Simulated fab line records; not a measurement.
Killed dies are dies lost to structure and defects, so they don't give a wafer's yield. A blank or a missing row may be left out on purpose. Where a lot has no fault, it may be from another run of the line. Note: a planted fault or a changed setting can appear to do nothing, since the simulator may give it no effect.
Chamber matching ; flow nandHarc ; NHARC_A_STAIRCASE_ETCHBACK_422 on rieDiel-02: 4 sister chambers
The step etches the open film in CH3F/O2, target depth 40 nm, time 74.286 s. 8 wafers are shown with their chamber, then 7 later ones without.

## WAFERS WITH THEIR CHAMBER
wafer;chamber;drypumpMotorCurrentA (A);showerheadPlenumPTorr (Torr)
L082.5;3;5.2;2.31
L085.1;0;6.0;2.43
L085.6;1;6.0;2.47
L089.2;1;6.0;2.46
L089.3;2;5.7;2.30
L089.6;0;6.1;2.43
L091.1;3;5.2;2.30
L091.4;2;5.7;2.30

## WAFERS WITHOUT THEIR CHAMBER
wafer;drypumpMotorCurrentA (A);showerheadPlenumPTorr (Torr)
L091.6;5.2;2.30
L095.2;5.2;2.29
L095.4;6.0;2.45
L095.5;6.1;2.42
L097.2;6.1;2.42
L097.3;6.0;2.45
L097.6;5.2;2.29

## EACH ONE'S CHAMBER
wafer;from the rows above;in truth
L091.6;3;3
L095.2;3;3
L095.4;can't be placed: 1 or 0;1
L095.5;0;0
L097.2;0;0
L097.3;can't be placed: 1 or 0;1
L097.6;3;3
Correctly placed: 5 of 7. Not placeable from these rows: 2 (in 2, the candidates include the true chamber). 0 placed wrongly.
How it was worked out, from the rows above alone: a wafer's distance from a chamber is the root of the sum, over the readings, of the square of ((its reading less the chamber's mean) divided by the reading's scatter). If the next closest chamber is less than 2 further off than the closest, the wafer can't be placed; otherwise it belongs to the closest. For every chamber, the mean is computed from those of its wafers that are shown. The scatter is the square root of a quotient: the sum, over the shown wafers, of each reading's squared deviation from its chamber's mean, divided by wafers minus chambers.
